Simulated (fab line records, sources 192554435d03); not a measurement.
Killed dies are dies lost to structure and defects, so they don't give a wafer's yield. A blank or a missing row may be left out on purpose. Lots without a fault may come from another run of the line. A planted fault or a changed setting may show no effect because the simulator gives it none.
fab line records | flow n5_finfet
record lots=24 wafers=72 last_day=17
route steps=1938 shown ZERO_LAYER@15 WELL_APT@50 PMOS_HMC_CHANNEL_EPI@65 FIN_SAQP@118 FIN_CUT@172
lots that met no fault: from a run of the same line without faults
start_h: hours from the record's first day to the start of the lot's first wafer shown | wait_h: hours since the lot's step before | " the same as in the row above | L1.1+2: a row that stands for several wafers | - no value, or no start given | * or withheld: withheld | < > ~ a bound
route shown NAME@n: a module of which the file shows steps, and the number in the route of the first | usual: mean/standard deviation of fault-free wafers | same: alike in all rows | chamber/n: place in a boat | sites: the reading at each site | _std_site: their standard deviation | _edge_site: outer sites' mean less inner sites' | radius_mm: how far each site lies from the wafer's centre | mask NAME#n: copy n | behind: the tool/chamber that last shaped the wafer | hold: why the lot was held/for how many hours/how that ended | device: the transistor (n, p or np) that didn't switch | end of line: the same wafers' tests at the end of the route | a step without rows: its recipe alone | killed: dies lost to structure and defects at the first sort, not the wafer's yield | map: a wafer's dies, x killed, . not, _ none there
set.NAME: the setting as run; set.NAME@STEP: as run at that earlier step | model.NAME: the simulator's own value behind a step, which no gauge read
steps of the route over a sample of lots; a table a step, a row a wafer
services: from which hour (start_h, from the record's first day; less than 0 if before it) a tool's chamber was out of use, for how many hours, and why
## steps
# step N5_ZERO_LAYER_ETCH_17
# recipe chemistry=CF4 target=SiO2 target_depth_a=120 time_s=13.3 ion_energy_ev=350 pressure_mtorr=40 source_w=450 bias_w=215 Ar_flow_sccm=100 cf4_flow_sccm=100
# usual drypump_motor_current_A=5.75/0.26 oes_product_au=0.79/0.092 rf_vpp_V=948/4 showerhead_plenum_p_Torr=2.14/0.062 throttle_valve_pct=15.71/0.22
# columns lot.wafer tool chamber start_h wait_h drypump_motor_current_A oes_product_au rf_hours_counter_h rf_vpp_V showerhead_plenum_p_Torr throttle_valve_pct
L074.1 rie_diel-05 0 12.74 0.0 5.82 0.83 97 946 2.09 15.87
L074.2 " 1 " " 5.75 0.78 111 951 2.15 15.31
L074.3 " 2 " " 5.59 0.97 7 953 2.19 15.38
L075.2 rie_diel-05 0 19.27 0.0 5.84 0.83 100 945 2.09 15.87
L075.3 " 2 " " 5.59 0.98 9 953 2.19 15.40
L075.6 " 2 " " 5.57 0.99 - 952 2.19 15.38
L076.2 rie_diel-05 2 24.85 0.0 5.58 0.97 10 951 2.19 15.40
L076.5 " 3 " " 6.13 0.68 - 941 2.03 16.07
L076.6 " 0 " " 5.83 0.83 - 945 2.09 15.88
L077.1 rie_diel-05 2 31.84 0.0 5.55 0.95 13 951 2.19 15.40
L077.2 " 0 " " 5.83 0.82 104 944 2.09 15.90
L077.5 " 2 " " 5.59 0.95 - 952 2.19 15.40
L078.2 rie_diel-03 1 36.71 0.0 6.24 0.76 142 942 2.07 15.78
L078.4 " 1 " " 6.23 0.75 - 944 2.07 15.79
L078.6 " 0 " " 5.40 0.75 - 949 2.14 15.71
L079.1 rie_diel-05 3 43.01 0.0 6.09 0.68 226 941 2.03 16.08
L079.2 " 1 " " 5.72 0.77 120 949 2.15 15.32
L079.4 " 0 " " 5.84 0.82 107 945 2.08 15.90
L080.2 rie_diel-03 3 48.84 0.0 5.22 0.79 133 948 2.16 15.68
L080.3 " 0 " " 5.39 0.76 154 949 2.14 15.72
L080.6 " 0 " " 5.37 0.75 - 950 2.14 15.73
L081.1 rie_diel-06 0 54.71 0.0 5.83 0.77 113 950 2.16 15.85
L081.3 " 1 " " 5.91 0.76 132 955 2.24 15.71
L081.6 " 1 " " 5.91 0.76 - 956 2.24 15.74
L082.2 rie_diel-06 2 60.84 0.0 5.53 0.72 175 947 2.13 15.53
L082.3 " 1 " " 5.92 0.77 134 955 2.24 15.74
L082.6 " 0 " " 5.84 0.76 - 950 2.16 15.83
L083.3 rie_diel-05 2 66.84 0.0 5.57 0.94 24 952 2.18 15.41
L083.4 " 2 " " 5.59 0.94 - 951 2.18 15.41
L083.5 " 1 " " 5.71 0.77 - 950 2.15 15.36
L084.1 rie_diel-05 0 72.84 0.0 5.84 0.82 112 945 2.08 15.89
L084.2 " 1 " " 5.72 0.76 128 949 2.15 15.35
L084.4 " 3 " " 6.12 0.67 236 943 2.03 16.11
L085.1 rie_diel-06 3 78.96 0.0 5.79 0.97 8 952 2.18 15.66
L085.4 " 0 " " 5.84 0.76 - 948 2.16 15.87
L085.5 " 3 " " 5.77 0.97 - 951 2.19 15.65
L086.2 rie_diel-03 3 84.72 0.0 5.22 0.77 143 949 2.16 15.70
L086.3 " 1 " " 6.24 0.75 157 942 2.06 15.83
L086.4 " 2 " " 5.52 0.69 245 942 2.03 15.93
L087.4 rie_diel-06 1 90.84 0.0 5.90 0.76 145 954 2.24 15.76
L087.5 " 0 " " 5.83 0.75 - 949 2.16 15.86
L087.6 " 1 " " 5.88 0.75 - 953 2.24 15.75
L088.2 rie_diel-05 1 96.93 0.0 5.75 0.74 135 950 2.14 15.37
L088.4 " 3 " " 6.12 0.66 242 942 2.03 16.12
L088.6 " 0 " " 5.85 0.80 - 943 2.08 15.91
L089.2 rie_diel-06 0 102.73 0.0 5.82 0.76 128 950 2.16 15.88
L089.3 " 1 " " 5.89 0.75 148 953 2.24 15.74
L089.6 " 2 " " 5.52 0.70 - 948 2.13 15.57
L090.4 rie_diel-05 1 108.84 0.0 5.72 0.75 138 948 2.14 15.37
L090.5 " 2 " " 5.58 0.91 - 952 2.18 15.46
L090.6 " 1 " " 5.71 0.74 - 949 2.14 15.37
L091.1 rie_diel-03 1 114.93 0.0 6.22 0.75 167 943 2.06 15.83
L091.4 " 0 " " 5.41 0.73 - 947 2.13 15.77
L091.5 " 3 " " 5.25 0.77 - 950 2.15 15.71
L092.1 rie_diel-06 2 120.71 0.0 5.50 0.71 192 948 2.13 15.58
L092.2 " 0 " " 5.84 0.75 134 948 2.16 15.88
L092.4 " 1 " " 5.90 0.76 153 955 2.23 15.77
L093.1 rie_diel-06 3 127.05 0.0 5.75 0.94 23 950 2.18 15.70
L093.3 " 2 " " 5.51 0.70 193 948 2.12 15.58
L093.4 " 0 " " 5.82 0.75 135 950 2.16 15.88
L094.4 rie_diel-06 1 132.71 0.0 5.91 0.74 156 953 2.23 15.77
L094.5 " 1 " " 5.89 0.75 - 955 2.23 15.78
L094.6 " 0 " " 5.84 0.75 - 949 2.16 15.89
L095.2 rie_diel-03 0 138.73 0.0 5.37 0.72 183 949 2.13 15.77
L095.3 " 1 " " 6.21 0.74 175 942 2.06 15.88
L095.5 " 0 " " 5.40 0.72 - 950 2.13 15.77
L096.1 rie_diel-05 0 144.98 0.0 5.83 0.79 133 943 2.08 15.93
L096.2 " 1 " " 5.74 0.74 150 949 2.14 15.39
L096.3 " 2 " " 5.58 0.89 48 950 2.17 15.48
L097.3 rie_diel-05 0 150.74 0.0 5.85 0.79 134 943 2.08 15.94
L097.4 " 0 " " 5.87 0.79 - 943 2.08 15.93
L097.6 " 1 " " 5.75 0.74 - 948 2.14 15.39
# step N5_WELL_APT_RTA_34
# recipe temp_c=1000 time_s=10 ambient=N2 idle_temp_c=600 ramp_up_c_per_s=150 ramp_down_c_per_s=60 cool_to_c=600
# usual lamp_power_pct=13.00/0.054 wafer_temp_C_max=1003.6/1.1
# columns lot.wafer tool chamber start_h wait_h lamp_power_pct wafer_temp_C_max
L074.1 rtp_anneal-01 0 15.82 0.3 13.02 1003.4
L074.2 " 0 " " 13.00 1003.8
L074.3 " 0 " " 12.93 1005.6
L075.2 rtp_anneal-01 0 22.30 0.0 12.97 1005.4
L075.3 " 0 " " 12.94 1001.3
L075.6 " 0 " " 13.05 1002.9
L076.2 rtp_anneal-01 0 27.99 0.1 13.03 1003.3
L076.5 " 0 " " 13.04 1003.3
L076.6 " 0 " " 13.03 1002.4
L077.1 rtp_anneal-02 0 34.65 0.0 12.96 1005.5
L077.2 " 0 " " 12.98 1002.9
L077.5 " 0 " " 13.02 1003.4
L078.2 rtp_anneal-01 0 39.81 0.3 13.17 1001.9
L078.4 " 0 " " 13.05 1003.1
L078.6 " 0 " " 13.00 1002.7
L079.1 rtp_anneal-01 0 46.08 0.0 13.04 1005.1
L079.2 " 0 " " 13.04 1002.1
L079.4 " 0 " " 13.04 1003.0
L080.2 rtp_anneal-01 0 51.85 0.0 12.95 1002.9
L080.3 " 0 " " 12.88 1003.8
L080.6 " 0 " " 13.04 1004.4
L081.1 rtp_anneal-02 0 57.96 0.1 13.10 1004.2
L081.3 " 0 " " 13.04 1004.7
L081.6 " 0 " " 12.99 1007.3
L082.2 rtp_anneal-01 0 63.80 0.1 13.06 1004.8
L082.3 " 0 " " 13.01 1004.0
L082.6 " 0 " " 13.09 1003.1
L083.3 rtp_anneal-02 0 70.34 0.4 12.97 1003.9
L083.4 " 0 " " 13.01 1003.1
L083.5 " 0 " " 13.03 1003.5
L084.1 rtp_anneal-01 0 76.53 0.1 12.98 1003.5
L084.2 " 0 " " 13.03 1002.7
L084.4 " 0 " " 12.99 1002.3
L085.1 rtp_anneal-01 0 84.73 0.0 12.99 1004.2
L085.4 " 0 " " 13.12 1003.2
L085.5 " 0 " " 13.10 1002.9
L086.2 rtp_anneal-01 0 87.74 0.1 13.02 1003.5
L086.3 " 0 " " 12.97 1002.4
L086.4 " 0 " " 13.05 1005.6
L087.4 rtp_anneal-01 0 94.60 0.1 13.07 1004.5
L087.5 " 0 " " 13.17 1005.6
L087.6 " 0 " " 13.01 1004.8
L088.2 rtp_anneal-02 0 100.88 0.0 12.98 1004.0
L088.4 " 0 " " 12.97 1004.6
L088.6 " 0 " " 13.07 1004.8
L089.2 rtp_anneal-01 0 105.86 0.0 13.03 1003.7
L089.3 " 0 " " 12.94 1003.7
L089.6 " 0 " " 13.02 1003.8
L090.4 rtp_anneal-01 0 112.14 0.1 12.96 1003.1
L090.5 " 0 " " 13.03 1004.0
L090.6 " 0 " " 13.04 1002.1
L091.1 rtp_anneal-02 0 117.99 0.0 13.00 1003.9
L091.4 " 0 " " 13.03 1005.8
L091.5 " 0 " " 13.08 1002.7
L092.1 rtp_anneal-01 0 125.75 0.0 13.01 1006.0
L092.2 " 0 " " 13.03 1002.9
L092.4 " 0 " " 12.96 1003.8
L093.1 rtp_anneal-01 0 130.48 0.0 13.01 1002.7
L093.3 " 0 " " 12.91 1003.2
L093.4 " 0 " " 12.95 1002.6
L094.4 rtp_anneal-01 0 135.86 0.1 12.90 1005.2
L094.5 " 0 " " 13.04 1003.4
L094.6 " 0 " " 12.97 1004.8
L095.2 rtp_anneal-02 0 141.59 0.0 13.03 1003.3
L095.3 " 0 " " 12.98 1004.0
L095.5 " 0 " " 12.95 1005.2
L096.1 rtp_anneal-01 0 148.07 0.2 13.00 1002.9
L096.2 " 0 " " 12.97 1002.5
L096.3 " 0 " " 13.01 1004.0
L097.3 rtp_anneal-02 0 153.76 0.2 12.98 1003.5
L097.4 " 0 " " 12.96 1003.9
L097.6 " 0 " " 12.96 1005.6
# step N5_PMOS_HMC_CHANNEL_EPI_CD_MEAS_09
# recipe target_cd_nm=237.4 landing_energy_ev=500 detector=se_inlens
# usual cd_nm=237.8/0.93
# columns lot.wafer tool chamber start_h wait_h cd_nm
L074.1 cd_sem-01 0 17.01 - 237.1
L074.2 " 0 " " 237.4
L074.3 " 0 " " 238.1
L075.2 cd_sem-02 0 23.49 - 238.0
L075.3 " 0 " " 239.2
L075.6 " 0 " " 238.5
L076.2 cd_sem-01 0 29.29 - 237.1
L076.5 " 0 " " 237.5
L076.6 " 0 " " 237.5
L077.1 cd_sem-01 0 35.84 - 237.6
L077.2 " 0 " " 236.1
L077.5 " 0 " " 238.2
L078.2 cd_sem-03 0 41.12 - 237.7
L078.4 " 0 " " 237.5
L078.6 " 0 " " 236.7
L079.1 cd_sem-02 0 47.39 - 236.7
L079.2 " 0 " " 237.0
L079.4 " 0 " " 237.7
L080.2 cd_sem-02 0 53.24 - 237.0
L080.3 " 0 " " 236.6
L080.6 " 0 " " 237.6
L081.1 cd_sem-02 0 59.16 - 237.8
L081.3 " 0 " " 237.2
L081.6 " 0 " " 236.7
L082.2 cd_sem-01 0 65.09 - 239.3
L082.3 " 0 " " 239.0
L082.6 " 0 " " 239.5
L083.3 cd_sem-01 0 71.62 - 238.1
L083.4 " 0 " " 238.1
L083.5 " 0 " " 237.1
L084.1 cd_sem-01 0 77.72 - 238.7
L084.2 " 0 " " 235.8
L084.4 " 0 " " 238.8
L085.1 cd_sem-01 0 85.92 - 237.1
L085.4 " 0 " " 237.2
L085.5 " 0 " " 236.7
L086.2 cd_sem-01 0 88.91 - 239.9
L086.3 " 0 " " 239.5
L086.4 " 0 " " 239.1
L087.4 cd_sem-01 0 95.86 - 238.1
L087.5 " 0 " " 238.4
L087.6 " 0 " " 237.4
L088.2 cd_sem-01 0 102.18 - 237.2
L088.4 " 0 " " 237.1
L088.6 " 0 " " 237.2
L089.2 cd_sem-01 0 107.04 - 237.4
L089.3 " 0 " " 237.0
L089.6 " 0 " " 237.7
L090.4 cd_sem-01 0 113.40 - 238.3
L090.5 " 0 " " 237.9
L090.6 " 0 " " 237.7
L091.1 cd_sem-01 0 119.51 - 237.0
L091.4 " 0 " " 237.2
L091.5 " 0 " " 236.3
L092.1 cd_sem-03 0 127.27 - 238.1
L092.2 " 0 " " 239.5
L092.4 " 0 " " 238.6
L093.1 cd_sem-03 0 131.67 - 238.4
L093.3 " 0 " " 238.5
L093.4 " 0 " " 238.4
L094.4 cd_sem-02 0 137.21 - 238.9
L094.5 " 0 " " 237.7
L094.6 " 0 " " 237.7
L095.2 cd_sem-02 0 143.09 - 238.6
L095.3 " 0 " " 239.1
L095.5 " 0 " " 237.8
L096.1 cd_sem-03 0 149.27 - 237.9
L096.2 " 0 " " 238.5
L096.3 " 0 " " 238.0
L097.3 cd_sem-02 0 155.24 - 237.5
L097.4 " 0 " " 236.3
L097.6 " 0 " " 236.7
# step N5_PMOS_HMC_CHANNEL_EPI_INSPECT_11
# recipe mode=adi inspect_instrument=macro
# usual raw_defect_count=2.3/1.4
# columns lot.wafer tool chamber start_h wait_h raw_defect_count
L074.1 defect_inspect-01 - 17.06 0.0 3
L074.2 " - " " 2
L074.3 " - " " 3
L075.2 defect_inspect-02 - 23.54 0.0 1
L075.3 " - " " 3
L075.6 " - " " 1
L076.2 defect_inspect-01 - 29.34 0.0 3
L076.5 " - " " 0
L076.6 " - " " 2
L077.1 defect_inspect-01 - 35.90 0.0 2
L077.2 " - " " 2
L077.5 " - " " 4
L078.2 defect_inspect-02 - 41.18 0.0 1
L078.4 " - " " 5
L078.6 " - " " 3
L079.1 defect_inspect-01 - 47.44 0.0 3
L079.2 " - " " 3
L079.4 " - " " 1
L080.2 defect_inspect-02 - 53.30 0.0 1
L080.3 " - " " 1
L080.6 " - " " 4
L081.1 defect_inspect-02 - 59.21 0.0 4
L081.3 " - " " 2
L081.6 " - " " 1
L082.2 defect_inspect-02 - 65.15 0.0 3
L082.3 " - " " 3
L082.6 " - " " 2
L083.3 defect_inspect-02 - 71.67 0.0 1
L083.4 " - " " 5
L083.5 " - " " 3
L084.1 defect_inspect-01 - 77.77 0.0 2
L084.2 " - " " 3
L084.4 " - " " 3
L085.1 defect_inspect-01 - 85.97 0.0 1
L085.4 " - " " 4
L085.5 " - " " 4
L086.2 defect_inspect-02 - 88.96 0.0 4
L086.3 " - " " 4
L086.4 " - " " 2
L087.4 defect_inspect-02 - 95.91 0.0 2
L087.5 " - " " 1
L087.6 " - " " 4
L088.2 defect_inspect-02 - 102.23 0.0 0
L088.4 " - " " 3
L088.6 " - " " 0
L089.2 defect_inspect-02 - 107.09 0.0 3
L089.3 " - " " 4
L089.6 " - " " 4
L090.4 defect_inspect-02 - 113.45 0.0 2
L090.5 " - " " 3
L090.6 " - " " 3
L091.1 defect_inspect-02 - 119.56 0.0 1
L091.4 " - " " 1
L091.5 " - " " 3
L092.1 defect_inspect-01 - 127.32 0.0 2
L092.2 " - " " 1
L092.4 " - " " 1
L093.1 defect_inspect-02 - 131.72 0.0 1
L093.3 " - " " 1
L093.4 " - " " 3
L094.4 defect_inspect-02 - 137.26 0.0 1
L094.5 " - " " 3
L094.6 " - " " 3
L095.2 defect_inspect-01 - 143.14 0.0 3
L095.3 " - " " 3
L095.5 " - " " 5
L096.1 defect_inspect-01 - 149.32 0.0 3
L096.2 " - " " 3
L096.3 " - " " 1
L097.3 defect_inspect-01 - 155.29 0.0 2
L097.4 " - " " 3
L097.6 " - " " 2
# step N5_FIN_SAQP_HM_OPEN_73
# recipe chemistry=CHF3/O2 target=SiO2 stop_on=a-Si target_depth_a=120 over_etch_frac=1.8 mask_material=SOC time_s=16.8 pressure_mtorr=30 source_w=650 bias_w=170 Ar_flow_sccm=200 CHF3_flow_sccm=50 O2_flow_sccm=5 ion_energy_ev=200 ends=end_point
# usual drypump_motor_current_A=5.9/0.35 oes_product_au=0.46/0.044 rf_vpp_V=524/9.4 showerhead_plenum_p_Torr=2.45/0.055 throttle_valve_pct=18.89/0.26
# columns lot.wafer tool chamber start_h wait_h drypump_motor_current_A oes_product_au rf_hours_counter_h rf_vpp_V showerhead_plenum_p_Torr throttle_valve_pct
L074.1 rie_diel-02 2 22.32 0.0 6.0 0.50 44 513 2.45 18.46
L074.2 " 3 " " 5.7 0.45 159 538 2.51 18.81
L074.3 " 1 " " 6.3 0.42 234 518 2.48 19.25
L075.2 rie_diel-02 1 28.07 0.0 6.3 0.42 238 518 2.48 19.25
L075.3 " 3 " " 5.6 0.44 163 536 2.50 18.85
L075.6 " 3 " " 5.6 0.45 - 537 2.50 18.83
L076.2 rie_diel-01 3 34.50 0.0 5.6 0.51 64 533 2.46 19.09
L076.5 " 2 " " 6.4 0.43 - 539 2.49 18.83
L076.6 " 3 " " 5.6 0.51 - 535 2.46 19.09
L077.1 rie_diel-02 3 40.28 0.0 5.6 0.44 168 537 2.50 18.84
L077.2 " 2 " " 6.0 0.51 51 513 2.45 18.48
L077.5 " 2 " " 6.0 0.50 - 513 2.45 18.46
L078.2 rie_diel-02 2 45.90 0.0 6.0 0.51 54 513 2.45 18.47
L078.4 " 1 " " 6.2 0.42 - 517 2.48 19.29
L078.6 " 3 " " 5.6 0.44 - 538 2.50 18.82
L079.1 rie_diel-02 2 52.26 0.0 6.0 0.50 57 513 2.45 18.51
L079.2 " 3 " " 5.6 0.44 173 537 2.50 18.83
L079.4 " 3 " " 5.6 0.44 - 538 2.50 18.86
L080.2 rie_diel-02 3 57.70 0.0 5.6 0.45 175 538 2.50 18.85
L080.3 " 1 " " 6.3 0.42 250 516 2.48 19.28
L080.6 " 3 " " 5.6 0.45 - 537 2.50 18.84
L081.1 rie_diel-04 2 63.54 0.0 5.4 0.42 197 522 2.49 19.03
L081.3 " 3 " " 5.2 0.45 190 527 2.39 19.16
L081.6 " 3 " " 5.2 0.45 - 528 2.39 19.15
L082.2 rie_diel-01 2 71.10 0.0 6.5 0.43 213 539 2.48 18.86
L082.3 " 3 " " 5.6 0.50 79 535 2.45 19.10
L082.6 " 3 " " 5.6 0.50 - 535 2.45 19.13
L083.3 rie_diel-04 3 77.67 0.0 5.2 0.44 198 526 2.39 19.17
L083.4 " 0 " " 5.9 0.40 247 517 2.47 18.67
L083.5 " 0 " " 5.9 0.41 - 516 2.47 18.68
L084.1 rie_diel-01 3 82.27 0.0 5.6 0.50 84 535 2.45 19.11
L084.2 " 0 " " 5.9 0.44 174 521 2.29 19.04
L084.4 " 2 " " 6.5 0.42 218 540 2.48 18.83
L085.1 rie_diel-01 1 91.89 0.0 5.8 0.41 242 526 2.47 19.00
L085.4 " 3 " " 5.6 0.50 88 534 2.45 19.12
L085.5 " 2 " " 6.5 0.43 - 539 2.48 18.87
L086.2 rie_diel-04 3 93.67 0.0 5.2 0.43 206 526 2.38 19.19
L086.3 " 2 " " 5.4 0.42 - 521 2.49 19.08
L086.4 " 3 " " 5.2 0.44 - 528 2.38 19.19
L087.4 rie_diel-02 2 102.49 0.0 6.0 0.50 70 514 2.44 18.50
L087.5 " 3 " " 5.6 0.44 - 538 2.50 18.87
L087.6 " 2 " " 6.0 0.49 - 513 2.44 18.50
L088.2 rie_diel-02 0 107.36 0.0 5.9 0.46 135 520 2.41 18.94
L088.4 " 3 " " 5.6 0.44 188 537 2.49 18.87
L088.6 " 0 " " 5.9 0.46 - 519 2.41 18.95
L089.2 rie_diel-02 2 112.20 0.0 6.0 0.49 74 513 2.44 18.52
L089.3 " 1 " " 6.3 0.54 11 516 2.47 18.85
L089.6 " 3 " " 5.6 0.44 - 538 2.49 18.89
L090.4 rie_diel-02 3 119.29 0.0 5.6 0.44 193 537 2.49 18.87
L090.5 " 0 " " 5.9 0.46 - 522 2.41 18.95
L090.6 " 3 " " 5.6 0.44 - 538 2.49 18.86
L091.1 rie_diel-02 2 125.60 0.0 6.0 0.48 79 513 2.44 18.52
L091.4 " 1 " " 6.3 0.53 16 518 2.47 18.87
L091.5 " 3 " " 5.6 0.43 - 538 2.49 18.89
L092.1 rie_diel-02 0 132.12 0.0 5.8 0.46 145 521 2.41 18.96
L092.2 " 1 " " 6.3 0.53 19 518 2.47 18.87
L092.4 " 2 " " 6.0 0.48 82 514 2.44 18.52
L093.1 rie_diel-01 2 136.89 0.0 6.4 0.42 242 538 2.47 18.88
L093.3 " 0 " " 5.9 0.44 198 518 2.28 19.09
L093.4 " 3 " " 5.6 0.49 - 534 2.44 19.17
L094.4 rie_diel-04 0 142.31 0.0 5.9 0.58 6 516 2.46 18.27
L094.5 " 0 " " 5.9 0.58 - 516 2.46 18.29
L094.6 " 3 " " 5.2 0.44 - 527 2.38 19.21
L095.2 rie_diel-02 0 147.70 0.0 5.9 0.45 151 520 2.40 18.97
L095.3 " 1 " " 6.3 0.52 25 517 2.47 18.90
L095.5 " 1 " " 6.3 0.53 - 517 2.47 18.88
L096.1 rie_diel-04 0 153.68 0.0 5.9 0.56 9 516 2.46 18.29
L096.2 " 3 " " 5.2 0.43 223 526 2.38 19.21
L096.3 " 1 " " 6.6 0.51 53 515 2.35 18.75
L097.3 rie_diel-01 0 159.71 0.0 5.9 0.43 207 518 2.28 19.11
L097.4 " 3 " " 5.6 0.47 - 534 2.43 19.16
L097.6 " 0 " " 5.9 0.43 - 519 2.28 19.12
# step N5_FIN_CUT_STRIP_24
# recipe chemistry=CF4 resist=SiARC power_w=300 bias_power_w=75 pressure_mtorr=50 cf4_flow_sccm=150 rf_frequency_hz=6e+07
# usual drypump_motor_current_A=5.72/0.28 oes_product_au=0.76/0.072 rf_vpp_V=271.0/1.4 showerhead_plenum_p_Torr=1.79/0.051 throttle_valve_pct=13.67/0.19
# columns lot.wafer tool chamber start_h wait_h drypump_motor_current_A oes_product_au rf_hours_counter_h rf_vpp_V showerhead_plenum_p_Torr throttle_valve_pct
L074.1 rie_diel-05 3 28.12 0.0 6.14 0.68 221 268.8 1.70 14.01
L074.2 " 0 " " 5.84 0.79 102 269.5 1.76 13.81
L074.3 " 2 " " 5.58 0.92 11 272.1 1.83 13.29
L075.2 rie_diel-03 2 33.72 0.0 5.53 0.69 231 268.8 1.70 13.87
L075.3 " 1 " " 6.22 0.74 140 269.8 1.74 13.71
L075.6 " 2 " " 5.52 0.69 - 269.4 1.70 13.85
L076.2 rie_diel-06 1 39.48 0.0 5.94 0.78 125 272.2 1.89 13.67
L076.5 " 0 " " 5.83 0.77 - 271.9 1.82 13.76
L076.6 " 2 " " 5.53 0.73 - 270.6 1.80 13.51
L077.1 rie_diel-05 0 45.71 0.2 5.83 0.78 108 268.6 1.76 13.84
L077.2 " 1 " " 5.74 0.76 122 272.3 1.81 13.33
L077.5 " 0 " " 5.84 0.77 - 268.1 1.76 13.83
L078.2 rie_diel-05 2 50.80 0.0 5.57 0.90 19 271.9 1.83 13.29
L078.4 " 1 " " 5.74 0.76 124 269.4 1.81 13.35
L078.6 " 2 " " 5.56 0.90 - 272.9 1.83 13.29
L079.1 rie_diel-03 3 57.47 0.0 5.22 0.77 135 271.7 1.81 13.60
L079.2 " 1 " " 6.21 0.74 148 271.5 1.74 13.74
L079.4 " 0 " " 5.36 0.73 156 272.6 1.80 13.67
L080.2 rie_diel-06 0 63.09 0.0 5.82 0.75 116 270.9 1.82 13.80
L080.3 " 3 " " 5.78 0.98 3 272.7 1.83 13.50
L080.6 " 2 " " 5.50 0.71 - 272.1 1.79 13.53
L081.1 rie_diel-03 2 68.84 0.0 5.48 0.69 240 268.7 1.70 13.88
L081.3 " 1 " " 6.19 0.73 153 269.7 1.73 13.76
L081.6 " 1 " " 6.20 0.73 - 268.5 1.73 13.75
L082.2 rie_diel-05 0 77.79 0.0 5.81 0.78 113 269.0 1.76 13.85
L082.3 " 3 " " 6.13 0.67 237 269.0 1.70 14.04
L082.6 " 3 " " 6.11 0.67 - 270.4 1.70 14.05
L083.3 rie_diel-03 1 82.93 0.0 6.22 0.73 156 270.9 1.73 13.75
L083.4 " 2 " " 5.52 0.68 244 268.8 1.70 13.88
L083.5 " 3 " " 5.25 0.76 - 269.5 1.81 13.61
L084.1 rie_diel-03 0 88.14 0.0 5.37 0.73 165 271.1 1.80 13.71
L084.2 " 3 " " 5.25 0.76 144 270.0 1.80 13.60
L084.4 " 1 " " 6.21 0.72 158 272.0 1.73 13.76
L085.1 rie_diel-06 2 97.79 0.0 5.51 0.71 185 271.4 1.79 13.53
L085.4 " 3 " " 5.78 0.93 14 272.7 1.82 13.53
L085.5 " 1 " " 5.88 0.75 - 273.0 1.88 13.72
L086.2 rie_diel-06 2 99.55 0.0 5.51 0.71 186 271.0 1.79 13.55
L086.3 " 0 " " 5.83 0.74 127 271.2 1.82 13.82
L086.4 " 1 " " 5.91 0.75 148 272.3 1.88 13.72
L087.4 rie_diel-03 3 108.25 0.0 5.22 0.76 - 270.5 1.80 13.64
L087.5 " 1 " " 6.24 0.72 - 270.9 1.73 13.78
L087.6 " 0 " " 5.39 0.73 - 269.9 1.80 13.71
L088.2 rie_diel-06 0 112.54 0.0 5.82 0.74 131 270.5 1.82 13.82
L088.4 " 2 " " 5.53 0.70 189 269.6 1.79 13.54
L088.6 " 2 " " 5.53 0.71 - 270.7 1.79 13.57
L089.2 rie_diel-05 2 117.41 0.0 5.57 0.87 39 272.6 1.82 13.34
L089.3 " 3 " " 6.11 0.66 247 269.4 1.70 14.07
L089.6 " 3 " " 6.07 0.67 - 268.6 1.70 14.06
L090.4 rie_diel-03 2 125.14 0.0 5.50 0.68 250 269.1 1.70 13.90
L090.5 " 1 " " 6.25 0.72 - 270.2 1.73 13.78
L090.6 " 0 " " 5.35 0.73 - 270.9 1.79 13.74
L091.1 rie_diel-06 3 131.27 0.0 5.79 0.91 24 271.2 1.82 13.55
L091.4 " 2 " " 5.52 0.70 195 269.3 1.79 13.57
L091.5 " 0 " " 5.83 0.74 - 272.2 1.82 13.83
L092.1 rie_diel-03 3 137.30 0.0 5.26 0.75 162 272.0 1.80 13.66
L092.2 " 0 " " 5.36 0.72 183 270.4 1.79 13.74
L092.4 " 0 " " 5.33 0.72 - 269.5 1.79 13.74
L093.1 rie_diel-06 3 142.71 0.0 5.79 0.90 27 272.9 1.82 13.55
L093.3 " 1 " " 5.92 0.74 160 272.0 1.88 13.74
L093.4 " 2 " " 5.52 0.70 198 271.4 1.79 13.58
L094.4 rie_diel-06 0 147.34 0.0 5.83 0.74 143 272.1 1.81 13.83
L094.5 " 0 " " 5.82 0.73 - 270.0 1.81 13.85
L094.6 " 1 " " 5.93 0.74 - 273.3 1.88 13.76
L095.2 rie_diel-05 0 152.89 0.0 5.85 0.75 136 270.6 1.75 13.90
L095.3 " 1 " " 5.75 0.73 153 270.0 1.80 13.41
L095.5 " 0 " " 5.85 0.76 - 269.0 1.75 13.88
L096.1 rie_diel-05 2 158.47 0.0 5.58 0.85 49 271.6 1.82 13.39
L096.2 " 1 " " 5.75 0.73 154 270.0 1.80 13.43
L096.3 " 0 " " 5.86 0.75 137 269.3 1.75 13.91
L097.3 rie_diel-06 3 164.87 0.0 5.79 0.89 34 272.1 1.82 13.56
L097.4 " 2 " " 5.52 0.70 204 270.9 1.78 13.60
L097.6 " 3 " " 5.77 0.89 - 272.2 1.82 13.58
## services
# columns tool chamber start_h hours kind
rie_diel-04 3 0.81 2.7 repair
rie_diel-02 2 3.81 1.6 repair
rtp_anneal-02 - 10.74 5.1 pm
rie_diel-02 0 11.73 46.7 repair
rie_diel-06 - 16.29 2.8 pm
rie_diel-05 - 23.95 0.3 repair
rie_diel-03 2 25.30 3.7 repair
rie_diel-02 2 28.82 5.0 repair
rie_diel-03 - 29.07 2.4 repair
rie_diel-06 3 33.66 - clean
rie_diel-03 2 33.91 5.2 repair
rie_diel-05 1 55.98 6.4 repair
rie_diel-05 0 58.55 9.7 repair
rie_diel-02 - 63.58 14.6 pm
rie_diel-01 - 72.88 0.5 repair
rie_diel-03 - 76.83 0.6 repair
rie_diel-06 2 78.81 9.3 repair
rie_diel-03 2 100.80 22.0 repair
rie_diel-06 1 113.13 2.7 repair
rie_diel-05 3 126.60 - clean
rie_diel-05 3 126.60 - consumable_replace:focus_ring
rie_diel-05 3 126.60 - consumable_replace:showerhead
rie_diel-04 3 133.21 1.2 repair
rie_diel-05 2 147.57 7.4 repair
## key
fault none
